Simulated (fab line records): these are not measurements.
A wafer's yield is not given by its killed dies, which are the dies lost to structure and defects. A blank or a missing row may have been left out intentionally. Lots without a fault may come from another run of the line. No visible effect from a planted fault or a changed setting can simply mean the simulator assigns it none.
Matching of chambers | flow nand-harc | NHARC_A_BONDPAD_STRIP_15 on rie-diel-12 has 4 sister chambers
The step strips in O2. 39 wafers are shown with their chamber, then 12 later ones without.

EACH WAFER AND ITS CHAMBER
wafer  | chamber | showerhead-plenum-p-Torr (Torr) | drypump-motor-current-A (A) | oes-product-au (a.u.)
L076.1 | 1       | 3.75                            | 5.7                         | 0.982
L076.2 | 2       | 3.71                            | 5.6                         | 0.981
L076.4 | 0       | 3.79                            | 5.9                         | 0.981
L077.1 | 3       | 3.31                            | 6.2                         | 0.990
L077.2 | 1       | 3.75                            | 5.7                         | 0.983
L077.4 | 2       | 3.71                            | 5.6                         | 0.990
L078.2 | 3       | 3.31                            | 6.2                         | 0.995
L078.4 | 2       | 3.71                            | 5.6                         | 0.988
L078.5 | 3       | 3.31                            | 6.2                         | 1.005
L079.1 | 2       | 3.71                            | 5.7                         | 0.972
L079.2 | 3       | 3.31                            | 6.2                         | 0.995
L079.4 | 1       | 3.75                            | 5.7                         | 0.992
L080.2 | 3       | 3.31                            | 6.2                         | 0.987
L080.3 | 1       | 3.74                            | 5.7                         | 0.997
L080.5 | 3       | 3.31                            | 6.2                         | 0.989
L083.2 | 0       | 3.79                            | 5.9                         | 0.989
L083.3 | 1       | 3.74                            | 5.6                         | 0.981
L083.5 | 2       | 3.70                            | 5.6                         | 0.972
L084.1 | 0       | 3.78                            | 5.9                         | 0.992
L084.2 | 3       | 3.31                            | 6.2                         | 0.996
L084.6 | 3       | 3.31                            | 6.2                         | 0.997
L085.2 | 1       | 3.74                            | 5.6                         | 1.006
L085.3 | 3       | 3.31                            | 6.2                         | 0.990
L085.6 | 2       | 3.70                            | 5.6                         | 0.964
L088.2 | 1       | 3.74                            | 5.7                         | 0.990
L088.4 | 2       | 3.70                            | 5.7                         | 0.971
L088.5 | 1       | 3.74                            | 5.7                         | 0.998
L089.1 | 1       | 3.74                            | 5.7                         | 1.000
L089.2 | 2       | 3.70                            | 5.6                         | 0.971
L089.4 | 0       | 3.78                            | 5.9                         | 0.993
L091.2 | 3       | 3.31                            | 6.2                         | 0.989
L091.3 | 0       | 3.78                            | 5.9                         | 0.988
L091.6 | 1       | 3.74                            | 5.7                         | 0.994
L090.1 | 0       | 3.78                            | 5.9                         | 0.993
L090.3 | 1       | 3.74                            | 5.6                         | 0.990
L090.4 | 3       | 3.31                            | 6.2                         | 1.005
L092.2 | 1       | 3.74                            | 5.7                         | 0.994
L092.3 | 0       | 3.78                            | 5.9                         | 0.996
L092.5 | 1       | 3.74                            | 5.7                         | 1.004

SIGNATURES (means of the wafers above)
reading                  | chamber 0 | chamber 1 | chamber 2 | chamber 3 | scatter within a chamber
showerhead-plenum-p-Torr | 3.7829    | 3.7423    | 3.7050    | 3.3100    | 0.00405
drypump-motor-current-A  | 5.900     | 5.677     | 5.625     | 6.200     | 0.033
oes-product-au           | 0.99029   | 0.99315   | 0.97613   | 0.99436   | 0.00734
Rule: a wafer lies at a distance from a chamber equal to the root of the sum of squares, over the readings, of (its reading less the chamber's mean, divided by the reading's scatter). If the next closest chamber is less than 2 further off than the closest, the wafer can't be placed; otherwise it belongs to the closest. How the scatter is found: for the shown wafers, subtract from each reading the mean of its chamber, square and add these, divide the total by (wafers less chambers), then take the root.

WAFERS WITH NO CHAMBER GIVEN
wafer  | showerhead-plenum-p-Torr (Torr) | drypump-motor-current-A (A) | oes-product-au (a.u.)
L093.2 | 3.70                            | 5.6                         | 0.973
L093.3 | 3.78                            | 5.9                         | 0.999
L093.6 | 3.31                            | 6.2                         | 0.985
L095.2 | 3.74                            | 5.7                         | 0.990
L095.4 | 3.31                            | 6.2                         | 0.999
L095.5 | 3.78                            | 5.9                         | 0.974
L096.2 | 3.74                            | 5.6                         | 0.992
L096.4 | 3.31                            | 6.2                         | 0.996
L096.6 | 3.70                            | 5.6                         | 0.971
L097.1 | 3.70                            | 5.6                         | 0.989
L097.3 | 3.74                            | 5.6                         | 1.017
L097.5 | 3.78                            | 5.9                         | 0.991

WHICH CHAMBER EACH WENT THROUGH
wafer  | from the rows above | in truth
L093.2 | 2                   | 2
L093.3 | 0                   | 0
L093.6 | 3                   | 3
L095.2 | 1                   | 1
L095.4 | 3                   | 3
L095.5 | 0                   | 0
L096.2 | 1                   | 1
L096.4 | 3                   | 3
L096.6 | 2                   | 2
L097.1 | 2                   | 2
L097.3 | 1                   | 1
L097.5 | 0                   | 0
Correctly placed: 12 of 12. Not placeable from these rows: 0. Wrongly placed: 0.
